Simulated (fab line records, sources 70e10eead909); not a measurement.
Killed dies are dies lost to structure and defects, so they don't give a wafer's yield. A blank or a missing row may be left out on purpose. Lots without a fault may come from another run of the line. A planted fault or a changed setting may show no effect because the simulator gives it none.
fab line records | flow nand_harc
record lots=6 wafers=18 last_day=24
route steps=1159 shown P_CONTACT@228 END@1159
lots that met no fault: from a run of the same line without faults
start_h: hours from the record's first day to the start of the lot's first wafer shown | wait_h: hours since the lot's step before | " the same as in the row above | L1.1+2: a row that stands for several wafers | - no value, or no start given | * or withheld: withheld | < > ~ a bound
route shown NAME@n: a module of which the file shows steps, and the number in the route of the first | usual: mean/standard deviation of fault-free wafers | same: alike in all rows | chamber/n: place in a boat | sites: the reading at each site | _std_site: their standard deviation | _edge_site: outer sites' mean less inner sites' | radius_mm: how far each site lies from the wafer's centre | mask NAME#n: copy n | behind: the tool/chamber that last shaped the wafer | hold: why the lot was held/for how many hours/how that ended | device: the transistor (n, p or np) that didn't switch | end of line: the same wafers' tests at the end of the route | a step without rows: its recipe alone | killed: dies lost to structure and defects at the first sort, not the wafer's yield | map: a wafer's dies, x killed, . not, _ none there
set.NAME: the setting as run; set.NAME@STEP: as run at that earlier step | model.NAME: the simulator's own value behind a step, which no gauge read
lots at some steps of the route; a table a step, a row a wafer
services: from which hour (start_h, from the record's first day; less than 0 if before it) a tool's chamber was out of use, for how many hours, and why
## steps
# step NHARC_P_CONTACT_EBR_08
# step NHARC_P_CONTACT_EXPOSE_09
# recipe na=1.35 target_cd_nm=90 dose_mj=81.26 mask_id=P_CA
# step NHARC_P_CONTACT_PEB_10
# recipe peb_temp_c=100 peb_time_s=65
# step NHARC_P_CONTACT_DEVELOP_11
# recipe develop_time_s=35 dev_temp_c=23
# step NHARC_P_CONTACT_CD_MEAS_12
# recipe target_cd_nm=90 landing_energy_ev=500
# usual cd_nm=90.4/0.57
# columns lot.wafer tool chamber start_h wait_h cd_nm
L778.2 cd_sem-02 0 111.74 - 89.8
L778.3 " 0 " " 90.2
L778.6 " 0 " " 90.1
L786.4 cd_sem-03 0 168.54 - 91.0
L786.5 " 0 " " 90.6
L786.6 " 0 " " 90.9
L792.2 cd_sem-03 0 199.28 - 90.2
L792.4 " 0 " " 90.0
L792.5 " 0 " " 90.1
L794.2 cd_sem-01 0 208.38 - 90.0
L794.4 " 0 " " 88.8
L794.6 " 0 " " 89.9
L796.3 cd_sem-03 0 218.24 - 91.1
L796.4 " 0 " " 91.2
L796.5 " 0 " " 90.2
L800.2 cd_sem-03 0 255.77 - 90.5
L800.3 " 0 " " 91.3
L800.6 " 0 " " 91.0
# step NHARC_P_CONTACT_OVL_MEAS_13
# usual overlay_x_nm=0.1/0.57 overlay_y_nm=0.2/0.66
# columns lot.wafer tool chamber start_h wait_h overlay_x_nm overlay_y_nm
L778.2 overlay-01 - 111.82 - 0.1 0.3
L778.3 " - " " 0.2 1.1
L778.6 " - " " 0.1 0.8
L786.4 overlay-01 - 168.62 - 0.4 1.2
L786.5 " - " " 0.5 1.5
L786.6 " - " " 0.2 1.5
L792.2 overlay-02 - 199.37 - 0.5 -1.0
L792.4 " - " " 0.6 -1.0
L792.5 " - " " 0.5 -1.3
L794.2 overlay-02 - 208.46 - -0.7 0.1
L794.4 " - " " -0.9 0.6
L794.6 " - " " -0.8 0.9
L796.3 overlay-01 - 218.33 - 1.1 0.0
L796.4 " - " " 0.3 -0.3
L796.5 " - " " 1.1 0.2
L800.2 overlay-02 - 255.87 - 1.1 0.5
L800.3 " - " " 1.1 0.5
L800.6 " - " " 0.2 0.3
# step NHARC_P_CONTACT_INSPECT_14
# usual raw_defect_count=3.6/2
# columns lot.wafer tool chamber start_h wait_h raw_defect_count
L778.2 defect_inspect-02 - 111.86 0.0 3
L778.3 " - " " 3
L778.6 " - " " 7
L786.4 defect_inspect-02 - 168.65 0.0 2
L786.5 " - " " 5
L786.6 " - " " 1
L792.2 defect_inspect-01 - 199.41 0.0 2
L792.4 " - " " 5
L792.5 " - " " 1
L794.2 defect_inspect-02 - 208.50 0.0 4
L794.4 " - " " 3
L794.6 " - " " 2
L796.3 defect_inspect-02 - 218.37 0.0 1
L796.4 " - " " 7
L796.5 " - " " 5
L800.2 defect_inspect-01 - 255.90 0.0 3
L800.3 " - " " 0
L800.6 " - " " 3
# step NHARC_P_CONTACT_DESCUM_17
# recipe time_s=3 o2_flow_sccm=200 ar_flow_sccm=0 bias_power_w=0 chemistry=O2
# usual drypump_motor_current_A=5.77/0.28 oes_product_au=1.000/0.0073 rf_vpp_V=57.9/0.94 showerhead_plenum_p_Torr=1.92/0.075 throttle_valve_pct=11.312/0.008
# same time_s=3
# columns lot.wafer tool chamber start_h wait_h drypump_motor_current_A oes_product_au rf_hours_counter_h rf_vpp_V showerhead_plenum_p_Torr throttle_valve_pct
L778.3 rie_diel-08 1 111.92 0.1 5.50 1.001 18 58.3 1.92 11.299
L778.2 " 3 " " 5.48 1.005 15 57.3 1.85 11.327
L778.6 " 2 " " 5.74 1.001 - 57.8 1.96 11.312
L786.4 rie_diel-04 2 168.71 0.1 6.28 1.015 4 57.4 1.93 11.313
L786.6 " 2 " " 6.26 1.003 - 59.2 1.93 11.301
L786.5 " 3 " " 6.02 1.006 - 58.3 2.04 11.317
L792.2 rie_diel-08 1 199.48 0.1 5.51 0.991 8 57.8 1.92 11.314
L792.4 " 2 " " 5.74 0.998 5 59.2 1.96 11.293
L792.5 " 0 " " 5.84 0.999 - 58.1 1.97 11.325
L794.2 rie_diel-08 2 208.56 0.1 5.70 1.001 6 58.2 1.96 11.307
L794.4 " 3 " " 5.49 0.983 9 59.8 1.85 11.302
L794.6 " 3 " " 5.48 0.992 - 58.6 1.85 11.305
L796.3 rie_diel-04 1 218.43 0.1 5.68 0.997 8 58.3 1.88 11.312
L796.4 " 3 " " 6.01 1.005 9 57.2 2.04 11.300
L796.5 " 2 " " 6.30 1.003 - 58.1 1.93 11.309
L800.3 rie_diel-04 3 255.97 0.1 6.03 1.008 12 58.1 2.04 11.317
L800.2 " 0 " " 5.54 1.006 11 57.0 1.80 11.314
L800.6 " 2 " " 6.26 1.006 - 58.1 1.93 11.314
# step NHARC_P_CONTACT_ETCH_35
# recipe target_depth_a=390 over_etch_frac=0.3 time_s=65 ion_energy_ev=80 cf4_flow_sccm=150 ar_flow_sccm=0 rf_w=300 bias_w=100 chemistry=CF4
# usual drypump_motor_current_A=5.79/0.28 oes_product_au=0.999/0.0072 rf_vpp_V=151.3/1.1 run_length_s=86.5/0.36 showerhead_plenum_p_Torr=1.77/0.062 throttle_valve_pct=13.285/0.0089
# same time_s=65
# columns lot.wafer tool chamber start_h wait_h drypump_motor_current_A oes_product_au rf_hours_counter_h rf_vpp_V run_length_s showerhead_plenum_p_Torr throttle_valve_pct
L778.2 rie_diel-08 0 112.01 0.1 5.85 0.992 18 151.8 86.5 1.82 13.282
L778.3 " 1 " " 5.51 0.998 18 151.0 86.0 1.78 13.297
L778.6 " 3 " " 5.50 1.002 - 150.7 87.0 1.71 13.285
L786.4 rie_diel-04 0 168.81 0.1 5.55 0.991 3 150.2 86.2 1.67 13.296
L786.6 " 2 " " 6.27 1.000 - 150.7 86.2 1.79 13.274
L786.5 " 3 " " 6.02 1.006 - 154.2 86.7 1.88 13.280
L792.4 rie_diel-08 1 199.55 0.1 5.52 1.000 8 151.3 86.1 1.77 13.269
L792.2 " 3 " " 5.52 1.005 9 152.0 87.0 1.71 13.281
L792.5 " 2 " " 5.75 0.990 - 151.3 86.4 1.81 13.286
L794.4 rie_diel-08 3 208.64 0.1 5.48 0.993 9 150.8 87.1 1.71 13.294
L794.2 " 1 " " 5.50 0.997 9 149.2 86.5 1.77 13.288
L794.6 " 0 " " 5.85 0.984 - 151.0 86.0 1.81 13.273
L796.3 rie_diel-04 1 218.52 0.1 5.65 0.981 8 150.1 86.6 1.74 13.292
L796.4 " 2 " " 6.28 0.998 9 152.2 86.2 1.78 13.292
L796.5 " 1 " " 5.65 0.990 - 152.3 86.7 1.74 13.296
L800.2 rie_diel-04 0 256.06 0.1 5.57 1.005 11 149.7 86.2 1.67 13.267
L800.3 " 1 " " 5.64 1.002 11 150.9 86.4 1.74 13.272
L800.6 " 2 " " 6.27 0.999 - 150.5 86.2 1.78 13.279
# step NHARC_P_CONTACT_ETCH_36
# recipe target_depth_a=2600 over_etch_frac=0.25 time_s=406.25 ion_energy_ev=200 n2_flow_sccm=150 h2_flow_sccm=150 ar_flow_sccm=0 rf_w=400 bias_w=150 chemistry=N2/H2
# usual drypump_motor_current_A=5.77/0.28 oes_product_au=1.001/0.0076 rf_vpp_V=430.7/2.4 run_length_s=427.8/0.39 showerhead_plenum_p_Torr=2.04/0.08 throttle_valve_pct=14.172/0.0091
# same time_s=406.25
# columns lot.wafer tool chamber start_h wait_h drypump_motor_current_A oes_product_au rf_hours_counter_h rf_vpp_V run_length_s showerhead_plenum_p_Torr throttle_valve_pct
L778.3 rie_diel-08 2 - - 5.71 0.985 17 432.7 427.7 2.09 14.174
L778.2 " 1 " " 5.53 1.000 18 429.6 428.0 2.05 14.184
L778.6 " 2 " " 5.72 0.986 - 431.8 427.9 2.09 14.165
L786.4 rie_diel-04 0 - - 5.58 1.002 3 426.9 427.7 1.91 14.173
L786.6 " 3 " " 6.00 1.004 - 434.5 427.9 2.18 14.161
L786.5 " 0 " " 5.60 0.994 - 426.1 427.4 1.91 14.156
L792.2 rie_diel-08 0 - - 5.82 0.995 9 432.4 427.4 2.10 14.171
L792.4 " 2 " " 5.77 1.001 5 432.8 427.5 2.09 14.176
L792.5 " 3 " " 5.53 1.004 - 426.6 428.3 1.97 14.170
L794.2 rie_diel-08 1 - - 5.51 0.988 9 430.4 427.6 2.05 14.159
L794.4 " 2 " " 5.73 1.002 6 433.0 427.7 2.09 14.177
L794.6 " 0 " " 5.84 0.992 - 432.0 427.8 2.10 14.171
L796.4 rie_diel-04 2 - - 6.27 0.999 9 431.1 427.8 2.06 14.177
L796.3 " 3 " " 6.05 1.005 9 435.5 427.7 2.18 14.186
L796.5 " 2 " " 6.27 1.004 - 431.7 427.5 2.06 14.172
L800.2 rie_diel-04 1 - - 5.68 1.004 11 429.2 428.1 2.00 14.180
L800.3 " 0 " " 5.58 1.002 11 427.4 427.5 1.91 14.169
L800.6 " 1 " " 5.70 0.999 - 429.5 428.5 2.00 14.151
# step NHARC_P_CONTACT_ETCH_18
# recipe target_depth_a=4810 time_s=240.5 c4f8_flow_sccm=20 o2_flow_sccm=10 ar_flow_sccm=withheld rf_w=600 bias_w=1500 chemistry=C4F8/O2/Ar
# usual oes_product_au=0.960/0.017 rf_vpp_V=978/5.4 run_length_s=262.0/0.35
# same time_s=240.5
# columns lot.wafer tool chamber start_h wait_h oes_product_au rf_hours_counter_h rf_vpp_V run_length_s
L778.3 rie_diel-08 3 - - 0.969 16 973 262.8
L778.2 " 0 " " 0.971 18 982 261.5
L778.6 " 3 " " 0.970 - 973 262.4
L786.4 rie_diel-04 0 - - 0.979 3 969 261.6
L786.6 " 3 " " 0.961 - 988 262.4
L786.5 " 0 " " 0.982 - 969 262.0
L792.2 rie_diel-08 0 - - 0.979 9 983 261.9
L792.4 " 1 " " 0.971 9 980 261.9
L792.5 " 1 " " 0.984 - 978 261.9
L794.2 rie_diel-08 1 - - 0.930 9 980 261.9
L794.4 " 2 " " 0.930 6 983 262.0
L794.6 " 2 " " 0.929 - 981 262.0
L796.4 rie_diel-04 0 - - 0.926 8 969 261.8
L796.3 " 1 " " 0.930 8 976 261.8
L796.5 " 0 " " 0.924 - 970 261.6
L800.3 rie_diel-04 1 - - 0.977 11 976 261.8
L800.2 " 3 " " 0.963 12 989 262.2
L800.6 " 0 " " 0.982 - 970 262.4
# step NHARC_P_CONTACT_STRIP_37
# recipe c4f8_flow_sccm=withheld o2_flow_sccm=8 ar_flow_sccm=withheld bias_w=0 chemistry=C4F8/O2/Ar
# step NHARC_P_CONTACT_ETCH_31
# recipe target_depth_a=300 time_s=85.7 ion_energy_ev=120 over_etch_frac=1 ch3f_flow_sccm=50 o2_flow_sccm=30 ar_flow_sccm=200 rf_w=500 bias_w=100 chemistry=CH3F/O2
# usual drypump_motor_current_A=5.76/0.28 oes_product_au=0.980/0.013 rf_vpp_V=244.5/1.5 run_length_s=107.2/0.37 showerhead_plenum_p_Torr=2.46/0.096 throttle_valve_pct=20.664/0.0091
# columns lot.wafer tool chamber start_h wait_h drypump_motor_current_A oes_product_au rf_hours_counter_h rf_vpp_V run_length_s showerhead_plenum_p_Torr throttle_valve_pct
L778.3 rie_diel-08 2 112.79 - 5.75 0.967 17 244.4 107.2 2.52 20.660
L778.2 " 3 " " 5.53 0.989 16 242.5 107.7 2.38 20.662
L778.6 " 3 " " 5.53 0.987 - 243.2 107.6 2.38 20.660
L786.4 rie_diel-04 2 169.48 - 6.26 0.984 4 245.2 107.5 2.48 20.667
L786.5 " 3 " " 5.98 0.985 - 246.3 107.5 2.62 20.668
L786.6 " 0 " " 5.56 0.990 - 242.8 106.8 2.32 20.666
L792.4 rie_diel-08 3 200.21 - 5.50 0.977 9 245.0 64.1 2.38 20.672
L792.2 " 2 " " 5.75 0.984 5 244.8 63.3 2.51 20.667
L792.5 " 3 " " 5.50 0.979 - 244.1 64.0 2.38 20.670
L794.4 rie_diel-08 3 209.31 - 5.51 0.968 10 242.4 64.1 2.38 20.673
L794.2 " 2 " " 5.72 0.963 6 243.0 63.8 2.51 20.647
L794.6 " 3 " " 5.53 0.961 - 240.9 64.0 2.38 20.670
L796.3 rie_diel-04 0 219.55 - 5.59 0.962 8 241.9 106.8 2.32 20.662
L796.4 " 1 " " 5.67 0.945 8 245.6 107.4 2.42 20.671
L796.5 " 0 " " 5.56 0.973 - 243.5 107.1 2.32 20.688
L800.3 rie_diel-04 0 256.72 - 5.54 0.996 11 243.2 106.8 2.31 20.674
L800.2 " 1 " " 5.69 0.988 11 244.1 107.4 2.42 20.680
L800.6 " 2 " " 6.24 0.978 - 245.7 106.8 2.48 20.659
# step NHARC_P_CONTACT_CD_MEAS_19
# usual cd_nm=90.3/1.1
# columns lot.wafer tool chamber start_h wait_h cd_nm
L778.2 cd_sem-01 - 112.92 - 90.0
L778.3 " - " " 90.4
L778.6 " - " " 89.5
L786.4 cd_sem-01 - 169.59 - 89.6
L786.5 " - " " 89.5
L786.6 " - " " 92.0
L792.2 cd_sem-03 - 200.34 - 89.1
L792.4 " - " " 90.1
L792.5 " - " " 90.1
L794.2 cd_sem-02 - 209.44 - 90.1
L794.4 " - " " 88.9
L794.6 " - " " 89.5
L796.3 cd_sem-01 - 219.68 - 90.3
L796.4 " - " " 90.5
L796.5 " - " " 90.7
L800.2 cd_sem-03 - 256.84 - 91.3
L800.3 " - " " 91.1
L800.6 " - " " 93.4
# step NHARC_END_SORT_01
# recipe temp_c=25
# usual killed_at_array=26/8.6 killed_at_other=0.7/0.97 killed_at_periphery=3.2/2.2 killed_dies=30/8.9 killed_open=3.1/1.8 killed_short=2.2/1.8
# same gross_dies=677
# columns lot.wafer tool chamber start_h wait_h killed_at_array killed_at_other killed_at_periphery killed_dies killed_open killed_short
L778.2 prober-02 0 443.24 2.8 24 1 4 29 3 2
L778.3 prober-02 0 444.05 3.1 25 1 3 29 3 0
L778.6 prober-02 0 446.46 4.0 24 0 5 29 3 3
L792.2 prober-01 0 541.30 2.8 35 1 1 37 4 2
L792.4 prober-01 0 542.88 3.4 25 1 1 27 3 0
L792.5 prober-01 0 543.67 3.7 25 0 2 27 3 1
L796.5 prober-01 0 551.43 3.7 26 0 5 31 3 2
# killed by level:class
L778.2 A_SLIT:chamber_film_flake=8 A_CHANNEL_FILL_D1:chamber_film_flake=5 A_CHANNEL_HOLE_D1:chamber_film_flake=4 A_ZERO_WELL:chamber_film_flake=2 P_CONTACT:geometric_particle:open=1 P_M0:geometric_particle:open=1 P_M1:geometric_particle:short=1 A_ONON_D1:geometric_particle:open=1
L778.3 A_SLIT:chamber_film_flake=11 A_CHANNEL_FILL_D1:chamber_film_flake=4 A_ZERO_WELL:chamber_film_flake=3 P_ZERO_WELL:chamber_film_flake=2 A_BONDPAD:chamber_film_flake=2 P_M1:geometric_particle:open=1 A_ONON_D1:geometric_particle:open=1 A_M1:geometric_particle:open=1
L778.6 A_SLIT:chamber_film_flake=8 A_CHANNEL_FILL_D1:chamber_film_flake=4 P_ZERO_WELL:chamber_film_flake=3 A_ONON_D1:geometric_particle:short=2 P_GATE:chamber_film_flake=2 A_STAIRCASE:chamber_film_flake=2 A_CONTACT:chamber_film_flake=2 A_CHANNEL_FILL_D1:geometric_particle:open=1
L792.2 A_CHANNEL_HOLE_D1:chamber_film_flake=21 A_CONTACT:chamber_film_flake=7 A_ONON_D1:geometric_particle:short=1 A_ONON_D1:geometric_particle:open=1 A_CHANNEL_FILL_D1:geometric_particle:open=1 A_BLC:geometric_particle:open=1 A_M0:geometric_particle:open=1 A_M1:geometric_particle:short=1
L792.4 A_CHANNEL_HOLE_D1:chamber_film_flake=14 A_CONTACT:chamber_film_flake=6 A_CONTACT:geometric_particle:open=2 A_BLC:chamber_film_flake=2 A_WL_FILL:geometric_particle:open=1 P_GATE:chamber_film_flake=1 HYBRID_BOND:chamber_film_flake=1
L792.5 A_CHANNEL_HOLE_D1:chamber_film_flake=17 A_CONTACT:chamber_film_flake=5 P_CONTACT:geometric_particle:open=1 P_M0:geometric_particle:open=1 A_CHANNEL_FILL_D1:geometric_particle:open=1 A_CONTACT:geometric_particle:short=1 A_STAIRCASE:chamber_film_flake=1
L796.5 A_CHANNEL_HOLE_D1:chamber_film_flake=21 P_GATE:chamber_film_flake=2 A_CONTACT:chamber_film_flake=2 P_GATE:geometric_particle:short=1 P_CONTACT:geometric_particle:open=1 A_CHANNEL_HOLE_D1:geometric_particle:open=1 A_SGD_CUT:geometric_particle:open=1 A_CONTACT:geometric_particle:short=1
## services
# columns tool chamber start_h hours kind
rie_diel-04 0 91.00 - clean
rie_diel-04 1 91.00 - clean
rie_diel-04 2 91.00 - clean
rie_diel-04 3 91.00 - clean
rie_diel-08 0 104.16 - clean
rie_diel-08 1 104.16 - clean
rie_diel-08 2 104.16 - clean
rie_diel-08 3 104.16 - clean
rie_diel-04 - 112.13 9.0 pm
rie_diel-04 0 112.13 9.0 vent_cycle
rie_diel-04 1 112.13 9.0 vent_cycle
rie_diel-04 2 112.13 9.0 vent_cycle
rie_diel-04 3 112.13 9.0 vent_cycle
rie_diel-04 0 121.13 - clean
rie_diel-04 1 121.13 - clean
rie_diel-04 2 121.13 - clean
rie_diel-04 3 121.13 - clean
rie_diel-08 - 124.80 9.0 pm
rie_diel-08 0 124.80 9.0 vent_cycle
rie_diel-08 1 124.80 9.0 vent_cycle
rie_diel-08 2 124.80 9.0 vent_cycle
rie_diel-08 2 142.47 13.4 repair
rie_diel-04 3 247.46 5.2 repair
rie_diel-08 1 254.56 3.7 repair
## key
first_sign step=NHARC_P_CONTACT_ETCH_31 reading=run_length_s direction=down sigmas=99+ usual=* struck=*
effect none on later readings
met_at NHARC_P_CONTACT_ETCH_31
struck_wafers L792.2,L792.4,L792.5,L794.2,L794.4,L794.6
tester_left_out L792,L794
onset_between 112.79 200.21
fault kind=process_parameter_drift tool=rie_diel-08 chamber=- onset_h=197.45 steps=NHARC_P_CONTACT_ETCH_31 channel=time_s offset=* shape=step end_h=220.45 acts_in=* stated=*
# tester_left_out: of these lots the tester's yield and bins aren't shown, on N5 and GAA mostly nor the transistor test; their killed dies are dies lost to structure and defects alone, not to doping, threshold or leakage, so they don't give the yield
